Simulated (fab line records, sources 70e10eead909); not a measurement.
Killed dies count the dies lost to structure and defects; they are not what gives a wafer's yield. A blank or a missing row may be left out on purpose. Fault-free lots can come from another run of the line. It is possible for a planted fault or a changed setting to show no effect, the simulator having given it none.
Which of the tools did it? :: flow nand-harc :: 27 wafers from 9 lots sampled at 9 of the route's 1302 steps

WHAT THE GAUGES READ, wafer by wafer
NHARC_A_ONON_D1_THK_MEAS_30: measures by ellipsometry. Usual: 1005 nm for thk-nm, sd 8.8.
lot: L562
measured: day 8 04:43
on: film-metro-02
thk-nm (nm): 1001 1001 1001
flag: 

lot: L563
measured: day 8 14:22
on: film-metro-02
thk-nm (nm): 992 995 993
flag: 

lot: L568
measured: day 10 20:01
on: film-metro-02
thk-nm (nm): 999 997 999
flag: 

lot: L569
measured: day 11 03:39
on: film-metro-02
thk-nm (nm): 1007 1007 1007
flag: 

lot: L570
measured: day 11 21:41
on: film-metro-02
thk-nm (nm): 993 991 992
flag: 

lot: L579
measured: day 15 02:16
on: film-metro-01
thk-nm (nm): 1004 1004 1004
flag: 

lot: L581
measured: day 16 04:29
on: film-metro-02
thk-nm (nm): 1007 1007 1006
flag: 

lot: L583
measured: day 16 16:08
on: film-metro-01
thk-nm (nm): 1001 1000 1000
flag: 

lot: L585
measured: day 18 04:31
on: film-metro-01
thk-nm (nm): 1006 1006 1005
flag: 

NHARC_A_CHANNEL_HOLE_D1_CD_MEAS_10: the cd target is 100 nm. Usual: 100.1 nm for cd-nm, sd 0.43.
lot: L562
measured: day 8 08:59
on: cd-sem-02
cd-nm (nm): 100.1 100.3 100.3
flag: 

lot: L563
measured: day 8 17:35
on: cd-sem-03
cd-nm (nm): 99.9 100.1 99.8
flag: 

lot: L568
measured: day 10 23:08
on: cd-sem-02
cd-nm (nm): 100.4 100.1 100.0
flag: 

lot: L569
measured: day 11 07:00
on: cd-sem-01
cd-nm (nm): 100.7 100.3 100.4
flag: 

lot: L570
measured: day 12 00:57
on: cd-sem-02
cd-nm (nm): 100.0 100.2 100.6
flag: 

lot: L579
measured: day 15 05:31
on: cd-sem-02
cd-nm (nm): 100.3 100.0 100.5
flag: 

lot: L581
measured: day 16 11:28
on: cd-sem-01
cd-nm (nm): 100.3 114.9 100.6
flag: OFF

lot: L583
measured: day 17 00:07
on: cd-sem-03
cd-nm (nm): 114.8 100.1 114.6
flag: OFF

lot: L585
measured: day 18 07:47
on: cd-sem-03
cd-nm (nm): 100.0 99.8 100.0
flag: 

NHARC_A_CHANNEL_HOLE_D1_CD_MEAS_18. Usual: 99.3 nm for cd-nm, sd 1.7.
lot: L562
measured: day 8 10:16
on: cd-sem-01
cd-nm (nm): 103.3 98.7 99.2
flag: 

lot: L563
measured: day 8 18:53
on: cd-sem-03
cd-nm (nm): 101.8 101.4 102.8
flag: 

lot: L568
measured: day 11 00:38
on: cd-sem-01
cd-nm (nm): 101.6 99.6 97.4
flag: 

lot: L569
measured: day 11 08:30
on: cd-sem-01
cd-nm (nm): 100.0 97.6 98.1
flag: 

lot: L570
measured: day 12 02:14
on: cd-sem-02
cd-nm (nm): 98.6 97.1 95.8
flag: 

lot: L579
measured: day 15 06:49
on: cd-sem-03
cd-nm (nm): 99.5 98.8 97.4
flag: 

lot: L581
measured: day 16 12:46
on: cd-sem-03
cd-nm (nm): 100.6 116.4 101.9
flag: OFF

lot: L583
measured: day 17 01:25
on: cd-sem-03
cd-nm (nm): 115.3 100.5 114.0
flag: OFF

lot: L585
measured: day 18 09:17
on: cd-sem-02
cd-nm (nm): 96.1 97.7 98.2
flag: 

NHARC_END_WLT_00. Usual: VT_DECK1_BOTTOM 0.873, standard deviation 0.0079; VT_DECK1_BOTTOM_INNER 0.873, standard deviation 0.008; VT_DECK1_MEDIAN_NEAR_BOTTOM 0.874, standard deviation 0.0073; VT_DECK1_MEDIAN_NEAR_BOTTOM_INNER 0.874, standard deviation 0.0077; VT_DECK1_MIDDLE 0.886, standard deviation 0.008; VT_DECK1_MIDDLE_INNER 0.885, standard deviation 0.0077; VT_DECK1_TOP 0.897, standard deviation 0.0079; VT_DECK1_TOP_INNER 0.897, standard deviation 0.0073; VT_DECK2_BOTTOM 0.872, standard deviation 0.0076; VT_DECK2_BOTTOM_INNER 0.873, standard deviation 0.0076; VT_DECK2_MEDIAN_NEAR_BOTTOM 0.873, standard deviation 0.0078; VT_DECK2_MEDIAN_NEAR_BOTTOM_INNER 0.873, standard deviation 0.0076; VT_DECK2_MIDDLE 0.885, standard deviation 0.0074; VT_DECK2_MIDDLE_INNER 0.885, standard deviation 0.0078; VT_DECK2_TOP 0.898, standard deviation 0.0084; VT_DECK2_TOP_INNER 0.897, standard deviation 0.0077.
lot: L562
measured: day 23 17:02
on: prober-02
VT_DECK1_BOTTOM: 0.871 0.864 0.873
VT_DECK1_BOTTOM_INNER: 0.867 0.873 0.876
VT_DECK1_MEDIAN_NEAR_BOTTOM: 0.871 0.880 0.865
VT_DECK1_MEDIAN_NEAR_BOTTOM_INNER: 0.876 0.883 0.870
VT_DECK1_MIDDLE: 0.887 0.886 0.888
VT_DECK1_MIDDLE_INNER: 0.894 0.891 0.887
VT_DECK1_TOP: 0.897 0.894 0.908
VT_DECK1_TOP_INNER: 0.893 0.897 0.903
VT_DECK2_BOTTOM: 0.881 0.868 0.879
VT_DECK2_BOTTOM_INNER: 0.878 0.873 0.884
VT_DECK2_MEDIAN_NEAR_BOTTOM: 0.880 0.870 0.881
VT_DECK2_MEDIAN_NEAR_BOTTOM_INNER: 0.880 0.870 0.880
VT_DECK2_MIDDLE: 0.892 0.880 0.894
VT_DECK2_MIDDLE_INNER: 0.890 0.887 0.900
VT_DECK2_TOP: 0.902 0.906 0.905
VT_DECK2_TOP_INNER: 0.901 0.901 0.893
flag: 

lot: L563
measured: day 25 02:19
on: prober-02
VT_DECK1_BOTTOM: 0.867 0.865 0.867
VT_DECK1_BOTTOM_INNER: 0.861 0.867 0.856
VT_DECK1_MEDIAN_NEAR_BOTTOM: 0.870 0.866 0.858
VT_DECK1_MEDIAN_NEAR_BOTTOM_INNER: 0.867 0.864 0.862
VT_DECK1_MIDDLE: 0.883 0.885 0.870
VT_DECK1_MIDDLE_INNER: 0.878 0.888 0.871
VT_DECK1_TOP: 0.884 0.882 0.892
VT_DECK1_TOP_INNER: 0.880 0.888 0.896
VT_DECK2_BOTTOM: 0.868 0.881 0.877
VT_DECK2_BOTTOM_INNER: 0.870 0.882 0.881
VT_DECK2_MEDIAN_NEAR_BOTTOM: 0.874 0.877 0.873
VT_DECK2_MEDIAN_NEAR_BOTTOM_INNER: 0.878 0.881 0.873
VT_DECK2_MIDDLE: 0.881 0.884 0.888
VT_DECK2_MIDDLE_INNER: 0.885 0.888 0.887
VT_DECK2_TOP: 0.897 0.898 0.896
VT_DECK2_TOP_INNER: 0.899 0.901 0.903
flag: 

lot: L568
measured: day 30 22:15
on: prober-01
VT_DECK1_BOTTOM: 0.868 0.878 0.871
VT_DECK1_BOTTOM_INNER: 0.870 0.876 0.863
VT_DECK1_MEDIAN_NEAR_BOTTOM: 0.868 0.871 0.863
VT_DECK1_MEDIAN_NEAR_BOTTOM_INNER: 0.866 0.873 0.865
VT_DECK1_MIDDLE: 0.886 0.889 0.878
VT_DECK1_MIDDLE_INNER: 0.887 0.885 0.883
VT_DECK1_TOP: 0.899 0.887 0.893
VT_DECK1_TOP_INNER: 0.898 0.893 0.891
VT_DECK2_BOTTOM: 0.871 0.877 0.881
VT_DECK2_BOTTOM_INNER: 0.876 0.867 0.879
VT_DECK2_MEDIAN_NEAR_BOTTOM: 0.880 0.877 0.881
VT_DECK2_MEDIAN_NEAR_BOTTOM_INNER: 0.878 0.876 0.886
VT_DECK2_MIDDLE: 0.896 0.887 0.891
VT_DECK2_MIDDLE_INNER: 0.886 0.888 0.888
VT_DECK2_TOP: 0.906 0.904 0.911
VT_DECK2_TOP_INNER: 0.902 0.898 0.914
flag: 

lot: L569
measured: day 31 06:35
on: prober-02
VT_DECK1_BOTTOM: 0.864 0.875 0.860
VT_DECK1_BOTTOM_INNER: 0.868 0.866 0.864
VT_DECK1_MEDIAN_NEAR_BOTTOM: 0.876 0.871 0.864
VT_DECK1_MEDIAN_NEAR_BOTTOM_INNER: 0.866 0.871 0.880
VT_DECK1_MIDDLE: 0.877 0.886 0.870
VT_DECK1_MIDDLE_INNER: 0.872 0.875 0.872
VT_DECK1_TOP: 0.888 0.892 0.892
VT_DECK1_TOP_INNER: 0.889 0.896 0.883
VT_DECK2_BOTTOM: 0.889 0.877 0.886
VT_DECK2_BOTTOM_INNER: 0.882 0.882 0.885
VT_DECK2_MEDIAN_NEAR_BOTTOM: 0.895 0.890 0.881
VT_DECK2_MEDIAN_NEAR_BOTTOM_INNER: 0.879 0.883 0.882
VT_DECK2_MIDDLE: 0.896 0.896 0.907
VT_DECK2_MIDDLE_INNER: 0.909 0.896 0.900
VT_DECK2_TOP: 0.920 0.905 0.904
VT_DECK2_TOP_INNER: 0.905 0.908 0.909
flag: 

lot: L570
measured: day 31 14:14
on: prober-01
VT_DECK1_BOTTOM: 0.875 0.875 0.879
VT_DECK1_BOTTOM_INNER: 0.883 0.867 0.869
VT_DECK1_MEDIAN_NEAR_BOTTOM: 0.877 0.869 0.883
VT_DECK1_MEDIAN_NEAR_BOTTOM_INNER: 0.873 0.871 0.881
VT_DECK1_MIDDLE: 0.894 0.886 0.897
VT_DECK1_MIDDLE_INNER: 0.899 0.887 0.897
VT_DECK1_TOP: 0.899 0.907 0.900
VT_DECK1_TOP_INNER: 0.899 0.895 0.899
VT_DECK2_BOTTOM: 0.875 0.865 0.872
VT_DECK2_BOTTOM_INNER: 0.872 0.881 0.877
VT_DECK2_MEDIAN_NEAR_BOTTOM: 0.870 0.859 0.869
VT_DECK2_MEDIAN_NEAR_BOTTOM_INNER: 0.870 0.861 0.860
VT_DECK2_MIDDLE: 0.887 0.885 0.881
VT_DECK2_MIDDLE_INNER: 0.881 0.883 0.887
VT_DECK2_TOP: 0.898 0.894 0.896
VT_DECK2_TOP_INNER: 0.895 0.899 0.903
flag: 

lot: L579
measured: day 32 05:29
on: prober-02
VT_DECK1_BOTTOM: 0.871 0.867 0.871
VT_DECK1_BOTTOM_INNER: 0.870 0.860 0.861
VT_DECK1_MEDIAN_NEAR_BOTTOM: 0.867 0.869 0.865
VT_DECK1_MEDIAN_NEAR_BOTTOM_INNER: 0.868 0.870 0.870
VT_DECK1_MIDDLE: 0.878 0.878 0.885
VT_DECK1_MIDDLE_INNER: 0.873 0.875 0.877
VT_DECK1_TOP: 0.885 0.888 0.885
VT_DECK1_TOP_INNER: 0.883 0.885 0.895
VT_DECK2_BOTTOM: 0.876 0.879 0.875
VT_DECK2_BOTTOM_INNER: 0.871 0.879 0.883
VT_DECK2_MEDIAN_NEAR_BOTTOM: 0.873 0.880 0.889
VT_DECK2_MEDIAN_NEAR_BOTTOM_INNER: 0.870 0.880 0.887
VT_DECK2_MIDDLE: 0.889 0.885 0.893
VT_DECK2_MIDDLE_INNER: 0.892 0.892 0.883
VT_DECK2_TOP: 0.903 0.906 0.900
VT_DECK2_TOP_INNER: 0.897 0.896 0.899
flag: 

lot: L581
measured: day 33 04:53
on: prober-01
VT_DECK1_BOTTOM: 0.875 0.901 0.875
VT_DECK1_BOTTOM_INNER: 0.870 0.899 0.876
VT_DECK1_MEDIAN_NEAR_BOTTOM: 0.871 0.902 0.884
VT_DECK1_MEDIAN_NEAR_BOTTOM_INNER: 0.881 0.918 0.881
VT_DECK1_MIDDLE: 0.882 0.922 0.890
VT_DECK1_MIDDLE_INNER: 0.888 0.915 0.888
VT_DECK1_TOP: 0.905 0.928 0.894
VT_DECK1_TOP_INNER: 0.901 0.927 0.907
VT_DECK2_BOTTOM: 0.869 0.858 0.868
VT_DECK2_BOTTOM_INNER: 0.859 0.868 0.865
VT_DECK2_MEDIAN_NEAR_BOTTOM: 0.864 0.870 0.856
VT_DECK2_MEDIAN_NEAR_BOTTOM_INNER: 0.863 0.865 0.866
VT_DECK2_MIDDLE: 0.877 0.885 0.884
VT_DECK2_MIDDLE_INNER: 0.881 0.878 0.879
VT_DECK2_TOP: 0.888 0.891 0.889
VT_DECK2_TOP_INNER: 0.890 0.895 0.883
flag: 

lot: L583
measured: day 33 13:09
on: prober-01
VT_DECK1_BOTTOM: 0.900 0.876 0.904
VT_DECK1_BOTTOM_INNER: 0.904 0.872 0.905
VT_DECK1_MEDIAN_NEAR_BOTTOM: 0.896 0.876 0.903
VT_DECK1_MEDIAN_NEAR_BOTTOM_INNER: 0.908 0.866 0.907
VT_DECK1_MIDDLE: 0.908 0.887 0.919
VT_DECK1_MIDDLE_INNER: 0.911 0.881 0.911
VT_DECK1_TOP: 0.915 0.889 0.918
VT_DECK1_TOP_INNER: 0.929 0.898 0.921
VT_DECK2_BOTTOM: 0.854 0.861 0.864
VT_DECK2_BOTTOM_INNER: 0.850 0.858 0.862
VT_DECK2_MEDIAN_NEAR_BOTTOM: 0.861 0.874 0.869
VT_DECK2_MEDIAN_NEAR_BOTTOM_INNER: 0.860 0.865 0.865
VT_DECK2_MIDDLE: 0.871 0.869 0.872
VT_DECK2_MIDDLE_INNER: 0.870 0.875 0.874
VT_DECK2_TOP: 0.882 0.883 0.886
VT_DECK2_TOP_INNER: 0.887 0.889 0.889
flag: 

lot: L585
measured: day 34 12:46
on: prober-02
VT_DECK1_BOTTOM: 0.856 0.865 0.862
VT_DECK1_BOTTOM_INNER: 0.864 0.863 0.861
VT_DECK1_MEDIAN_NEAR_BOTTOM: 0.857 0.863 0.863
VT_DECK1_MEDIAN_NEAR_BOTTOM_INNER: 0.856 0.863 0.860
VT_DECK1_MIDDLE: 0.866 0.879 0.873
VT_DECK1_MIDDLE_INNER: 0.872 0.872 0.874
VT_DECK1_TOP: 0.883 0.885 0.889
VT_DECK1_TOP_INNER: 0.877 0.887 0.885
VT_DECK2_BOTTOM: 0.862 0.876 0.870
VT_DECK2_BOTTOM_INNER: 0.868 0.867 0.870
VT_DECK2_MEDIAN_NEAR_BOTTOM: 0.874 0.873 0.870
VT_DECK2_MEDIAN_NEAR_BOTTOM_INNER: 0.857 0.863 0.869
VT_DECK2_MIDDLE: 0.880 0.876 0.873
VT_DECK2_MIDDLE_INNER: 0.888 0.880 0.884
VT_DECK2_TOP: 0.897 0.892 0.903
VT_DECK2_TOP_INNER: 0.896 0.896 0.887
flag: 

NHARC_END_SORT_01. Usual: killed-at-array 63, standard deviation 18; killed-at-other 1.1, standard deviation 1.3; killed-at-periphery 4.3, standard deviation 2.8; killed-dies 68, standard deviation 18; killed-open 3.3, standard deviation 2; killed-short 2.4, standard deviation 1.6.
lot: L581
measured: day 33 07:53
on: prober-01
killed-at-array: 69 167 74
killed-at-other: 0 0 0
killed-at-periphery: 1 2 0
killed-dies: 70 169 74
killed-open: 6 2 2
killed-short: 2 1 2
flag: 

lot: L583
measured: day 33 16:25
on: prober-01
killed-at-array: 176 64 166
killed-at-other: 2 1 0
killed-at-periphery: 8 14 12
killed-dies: 186 79 178
killed-open: 4 5 7
killed-short: 3 5 6
flag: OFF

EACH LOT AND THE TOOL THAT RAN IT (in order: tool; ch and the chambers of the sampled wafers; start)
lot: L562
NHARC_A_CHANNEL_HOLE_D1_PEB_08: litho-track-06 ch 0, day 8 08:54
NHARC_A_CHANNEL_HOLE_D1_ETCH_34: rie-diel-08 ch 0,2,3, day 8 10:16 or earlier
NHARC_A_CHANNEL_HOLE_D1_ETCH_22: har-etch-02 ch 0,1, day 8 11:15
NHARC_A_CHANNEL_HOLE_D1_XSEM_31: xsem-01 ch 0, day 8 16:01

lot: L563
NHARC_A_CHANNEL_HOLE_D1_PEB_08: litho-track-01 ch 0, day 8 17:31
NHARC_A_CHANNEL_HOLE_D1_ETCH_34: rie-diel-08 ch 1,2,3, day 8 18:53 or earlier
NHARC_A_CHANNEL_HOLE_D1_ETCH_22: har-etch-02 ch 0,1, day 8 19:55
NHARC_A_CHANNEL_HOLE_D1_XSEM_31: xsem-01 ch 0, day 9 00:38

lot: L568
NHARC_A_CHANNEL_HOLE_D1_PEB_08: litho-track-01 ch 0, day 10 23:04
NHARC_A_CHANNEL_HOLE_D1_ETCH_34: rie-diel-08 ch 1,3, day 11 00:38 or earlier
NHARC_A_CHANNEL_HOLE_D1_ETCH_22: har-etch-02 ch 0,1, day 11 05:40
NHARC_A_CHANNEL_HOLE_D1_XSEM_31: xsem-01 ch 0, day 11 10:18

lot: L569
NHARC_A_CHANNEL_HOLE_D1_PEB_08: litho-track-04 ch 0, day 11 06:55
NHARC_A_CHANNEL_HOLE_D1_ETCH_34: rie-diel-08 ch 1,2, day 11 08:30 or earlier
NHARC_A_CHANNEL_HOLE_D1_ETCH_22: har-etch-01 ch 0,1, day 11 09:49
NHARC_A_CHANNEL_HOLE_D1_XSEM_31: xsem-02 ch 0, day 11 14:34

lot: L570
NHARC_A_CHANNEL_HOLE_D1_PEB_08: litho-track-01 ch 0, day 12 00:52
NHARC_A_CHANNEL_HOLE_D1_ETCH_34: rie-diel-08 ch 0,2,3, day 12 02:14 or earlier
NHARC_A_CHANNEL_HOLE_D1_ETCH_22: har-etch-02 ch 0, day 12 03:16
NHARC_A_CHANNEL_HOLE_D1_XSEM_31: xsem-01 ch 0, day 12 07:55

lot: L579
NHARC_A_CHANNEL_HOLE_D1_PEB_08: litho-track-06 ch 0, day 15 05:26
NHARC_A_CHANNEL_HOLE_D1_ETCH_34: rie-diel-08 ch 0,3, day 15 06:49 or earlier
NHARC_A_CHANNEL_HOLE_D1_ETCH_22: har-etch-02 ch 0,1, day 15 07:46
NHARC_A_CHANNEL_HOLE_D1_XSEM_31: xsem-02 ch 0, day 15 12:32

lot: L581
NHARC_A_CHANNEL_HOLE_D1_PEB_08: litho-track-01 ch 0, day 16 11:23
NHARC_A_CHANNEL_HOLE_D1_ETCH_34: rie-diel-04 ch 0,3, day 16 12:46 or earlier
NHARC_A_CHANNEL_HOLE_D1_ETCH_22: har-etch-01 ch 0,1, day 16 13:42
NHARC_A_CHANNEL_HOLE_D1_XSEM_31: xsem-02 ch 0, day 16 18:26

lot: L583
NHARC_A_CHANNEL_HOLE_D1_PEB_08: litho-track-01 ch 0, day 17 00:02
NHARC_A_CHANNEL_HOLE_D1_ETCH_34: rie-diel-08 ch 0,3, day 17 01:25 or earlier
NHARC_A_CHANNEL_HOLE_D1_ETCH_22: har-etch-01 ch 0,1, day 17 08:02
NHARC_A_CHANNEL_HOLE_D1_XSEM_31: xsem-01 ch 0, day 17 12:43

lot: L585
NHARC_A_CHANNEL_HOLE_D1_PEB_08: litho-track-04 ch 0, day 18 07:43
NHARC_A_CHANNEL_HOLE_D1_ETCH_34: rie-diel-10 ch 1,2,3, day 18 09:17 or earlier
NHARC_A_CHANNEL_HOLE_D1_ETCH_22: har-etch-02 ch 0,1, day 18 10:14
NHARC_A_CHANNEL_HOLE_D1_XSEM_31: xsem-02 ch 0, day 18 14:57
- NHARC_A_CHANNEL_HOLE_D1_PEB_08: peb time 65 s.
- NHARC_A_CHANNEL_HOLE_D1_ETCH_34: etches the open film in CF4/CHF3, target depth 154 nm, time 77 s.
- NHARC_A_CHANNEL_HOLE_D1_ETCH_22: etches the open film in C4F8/O2/Ar, time 666.7 s, target depth 1600 nm.
- NHARC_A_CHANNEL_HOLE_D1_XSEM_31

WHAT THE TOOLS THEMSELVES READ (means of the sampled wafers that have a number; where no wafer has one, the mark that the record gives instead)
NHARC_A_CHANNEL_HOLE_D1_ETCH_34. Usual: drypump-motor-current-A 5.6 A, standard deviation 0.37; oes-product-au 0.950 a.u., standard deviation 0.024; rf-vpp-V 370.2 V, standard deviation 2.5; showerhead-plenum-p-Torr 1.56 Torr, standard deviation 0.07; throttle-valve-pct 16.802 %, standard deviation 0.0089.
lot: L562
tool: rie-diel-08
drypump-motor-current-A (A): 5.3
oes-product-au (a.u.): 0.915
rf-vpp-V (V): 370.5
showerhead-plenum-p-Torr (Torr): 1.59
throttle-valve-pct (%): 16.806
flag: 

lot: L563
tool: rie-diel-08
drypump-motor-current-A (A): 5.5
oes-product-au (a.u.): 0.919
rf-vpp-V (V): 371.8
showerhead-plenum-p-Torr (Torr): 1.59
throttle-valve-pct (%): 16.810
flag: 

lot: L568
tool: rie-diel-08
drypump-motor-current-A (A): 5.7
oes-product-au (a.u.): 0.967
rf-vpp-V (V): 372.1
showerhead-plenum-p-Torr (Torr): 1.61
throttle-valve-pct (%): 16.809
flag: 

lot: L569
tool: rie-diel-08
drypump-motor-current-A (A): 5.3
oes-product-au (a.u.): 0.965
rf-vpp-V (V): 369.9
showerhead-plenum-p-Torr (Torr): 1.57
throttle-valve-pct (%): 16.801
flag: 

lot: L570
tool: rie-diel-08
drypump-motor-current-A (A): 5.3
oes-product-au (a.u.): 0.924
rf-vpp-V (V): 371.1
showerhead-plenum-p-Torr (Torr): 1.59
throttle-valve-pct (%): 16.799
flag: 

lot: L579
tool: rie-diel-08
drypump-motor-current-A (A): 5.5
oes-product-au (a.u.): 0.960
rf-vpp-V (V): 369.1
showerhead-plenum-p-Torr (Torr): 1.54
throttle-valve-pct (%): 16.804
flag: 

lot: L581
tool: rie-diel-04
drypump-motor-current-A (A): 5.5
oes-product-au (a.u.): 0.969
rf-vpp-V (V): 369.4
showerhead-plenum-p-Torr (Torr): 1.52
throttle-valve-pct (%): 16.801
flag: 

lot: L583
tool: rie-diel-08
drypump-motor-current-A (A): 5.5
oes-product-au (a.u.): 0.973
rf-vpp-V (V): 372.0
showerhead-plenum-p-Torr (Torr): 1.60
throttle-valve-pct (%): 16.800
flag: 

lot: L585
tool: rie-diel-10
drypump-motor-current-A (A): 5.8
oes-product-au (a.u.): 0.921
rf-vpp-V (V): 371.4
showerhead-plenum-p-Torr (Torr): 1.59
throttle-valve-pct (%): 16.798
flag: 

NHARC_A_CHANNEL_HOLE_D1_ETCH_22. Usual: drypump-motor-current-A 5.5 A, standard deviation 0.45; o2-flow-sccm 35.69 sccm, standard deviation 0.11; showerhead-plenum-p-Torr 3.64 Torr, standard deviation 0.073; throttle-valve-pct 32.155 %, standard deviation 0.0089.
lot: L562
tool: har-etch-02
drypump-motor-current-A (A): 5.7
o2-flow-sccm (sccm): 35.78
showerhead-plenum-p-Torr (Torr): 3.64
throttle-valve-pct (%): 32.162
flag: 

lot: L563
tool: har-etch-02
drypump-motor-current-A (A): 5.4
o2-flow-sccm (sccm): 35.59
showerhead-plenum-p-Torr (Torr): 3.62
throttle-valve-pct (%): 32.156
flag: 

lot: L568
tool: har-etch-02
drypump-motor-current-A (A): 5.3
o2-flow-sccm (sccm): 35.58
showerhead-plenum-p-Torr (Torr): 3.60
throttle-valve-pct (%): 32.158
flag: 

lot: L569
tool: har-etch-01
drypump-motor-current-A (A): 5.5
o2-flow-sccm (sccm): 35.76
showerhead-plenum-p-Torr (Torr): 3.67
throttle-valve-pct (%): 32.157
flag: 

lot: L570
tool: har-etch-02
drypump-motor-current-A (A): 4.9
o2-flow-sccm (sccm): 35.69
showerhead-plenum-p-Torr (Torr): 3.58
throttle-valve-pct (%): 32.147
flag: 

lot: L579
tool: har-etch-02
drypump-motor-current-A (A): 5.7
o2-flow-sccm (sccm): 35.62
showerhead-plenum-p-Torr (Torr): 3.58
throttle-valve-pct (%): 32.147
flag: 

lot: L581
tool: har-etch-01
drypump-motor-current-A (A): 5.4
o2-flow-sccm (sccm): 35.62
showerhead-plenum-p-Torr (Torr): 3.66
throttle-valve-pct (%): 32.163
flag: 

lot: L583
tool: har-etch-01
drypump-motor-current-A (A): 5.3
o2-flow-sccm (sccm): 35.74
showerhead-plenum-p-Torr (Torr): 3.65
throttle-valve-pct (%): 32.159
flag: 

lot: L585
tool: har-etch-02
drypump-motor-current-A (A): 5.7
o2-flow-sccm (sccm): 35.67
showerhead-plenum-p-Torr (Torr): 3.92
throttle-valve-pct (%): 32.151
flag: OFF

NHARC_A_CHANNEL_HOLE_D1_XSEM_31. Usual: bot-cd-nm 74.8 nm, standard deviation 1.1; bow-nm 8.55 nm, standard deviation 0.27; tilt-deg 0.07 degrees, standard deviation 0.04.
lot: L562
tool: xsem-01
bot-cd-nm (nm): 74.2
bow-nm (nm): 8.42
tilt-deg (degrees): 0.06
flag: 

lot: L563
tool: xsem-01
bot-cd-nm (nm): 74.6
bow-nm (nm): 8.19
tilt-deg (degrees): 0.07
flag: 

lot: L568
tool: xsem-01
bot-cd-nm (nm): 74.3
bow-nm (nm): 8.55
tilt-deg (degrees): 0.07
flag: 

lot: L569
tool: xsem-02
bot-cd-nm (nm): 75.1
bow-nm (nm): 8.99
tilt-deg (degrees): 0.03
flag: 

lot: L570
tool: xsem-01
bot-cd-nm (nm): 74.7
bow-nm (nm): 8.84
tilt-deg (degrees): 0.09
flag: 

lot: L579
tool: xsem-02
bot-cd-nm (nm): 75.8
bow-nm (nm): 8.95
tilt-deg (degrees): 0.09
flag: 

lot: L581
tool: xsem-02
bot-cd-nm (nm): 80.9
bow-nm (nm): 8.90
tilt-deg (degrees): 0.06
flag: OFF

lot: L583
tool: xsem-01
bot-cd-nm (nm): 85.2
bow-nm (nm): 8.92
tilt-deg (degrees): 0.01
flag: OFF

lot: L585
tool: xsem-02
bot-cd-nm (nm): 73.6
bow-nm (nm): 8.30
tilt-deg (degrees): 0.12
flag: 

THE ANSWER, worked out from the rows above alone
Rule: take the mean of a lot's wafers that have a number; if it is more than 3 standard deviations from the usual mean, the lot is off. A lot without any number at a reading at which 4 lots or more have one is off too. The other lots that the step has rows for count as sound. The gauges are gone through in route order, then the tools' own readings, and for those a lot's mean is taken as printed above. The first step at which some lot is off is used, and at that step the reading that is off furthest; a lot without a number counts as furthest.
Off at NHARC_A_CHANNEL_HOLE_D1_CD_MEAS_10 (cd-nm): L581, L583.
A tool fits if, at a process step before that reading, it ran every lot that is off, and no sound lot after the first of them. The gauges at NHARC_A_CHANNEL_HOLE_D1_CD_MEAS_10 aren't tried: what is off there is off at NHARC_A_CHANNEL_HOLE_D1_XSEM_31 too, on other tools, and a gauge's error can't cause that. One fits: litho-track-01 at NHARC_A_CHANNEL_HOLE_D1_PEB_08. A fault onset in the window from L570 (day 12 00:52, its last sound lot) to L581 (day 16 11:23, its first lot off) fits.

WHAT THE SIMULATOR HAD INSERTED
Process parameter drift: litho-track-01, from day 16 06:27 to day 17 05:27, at NHARC_A_CHANNEL_HOLE_D1_PEB_08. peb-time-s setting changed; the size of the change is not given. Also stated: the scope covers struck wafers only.
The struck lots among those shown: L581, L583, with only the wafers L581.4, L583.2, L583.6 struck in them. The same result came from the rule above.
